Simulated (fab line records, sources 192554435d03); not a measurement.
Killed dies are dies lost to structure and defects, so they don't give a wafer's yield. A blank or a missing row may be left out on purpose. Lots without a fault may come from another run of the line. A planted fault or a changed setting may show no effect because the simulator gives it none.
Chamber matching | flow n5_finfet | N5_BEOL_M3_DEP_57 on pecvd-03: 3 sister chambers
The step deposits SiCN from 3MS/NH3, target thk 8 nm, time 14 s. 6 wafers are shown with their chamber, then 7 later ones without.

WAFERS WITH THEIR CHAMBER
wafer  | chamber | throttle_valve_pct (%) | showerhead_plenum_p_Torr (Torr)
L082.6 | 2       | 9.0                    | 3.664
L085.2 | 2       | 8.9                    | 3.656
L085.4 | 1       | 9.9                    | 3.671
L085.6 | 0       | 9.3                    | 3.666
L087.1 | 0       | 9.6                    | 3.663
L087.2 | 1       | 10.2                   | 3.670

WAFERS WITHOUT THEIR CHAMBER
wafer  | throttle_valve_pct (%) | showerhead_plenum_p_Torr (Torr)
L087.6 | 10.3                   | 3.668
L088.1 | 9.4                    | 3.668
L088.4 | 9.7                    | 3.663
L088.6 | 8.8                    | 3.667
L090.3 | 8.9                    | 3.669
L090.4 | 10.2                   | 3.675
L090.5 | 9.8                    | 3.672

WHICH CHAMBER EACH WENT THROUGH
wafer  | from the rows above     | in truth
L087.6 | 1                       | 1
L088.1 | 0                       | 0
L088.4 | can't be placed: 0 or 1 | 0
L088.6 | can't be placed: 2 or 0 | 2
L090.3 | can't be placed: 2 or 0 | 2
L090.4 | 1                       | 1
L090.5 | can't be placed: 1 or 0 | 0
Placed correctly: 3 of 7. Can't be placed from these rows: 4 (the true chamber is among the candidates in 4). Placed wrongly: 0.
How it was worked out, from the rows above alone: a wafer's distance from a chamber is the root of the sum, over the readings, of the square of ((its reading less the chamber's mean) divided by the reading's scatter). The wafer belongs to the nearest chamber; if the next one is less than 2 further off, it can't be placed. A chamber's mean is the mean of its shown wafers. The scatter: the root of (the sum of the squares of (reading less its chamber's mean) over the shown wafers, divided by (wafers less chambers)).
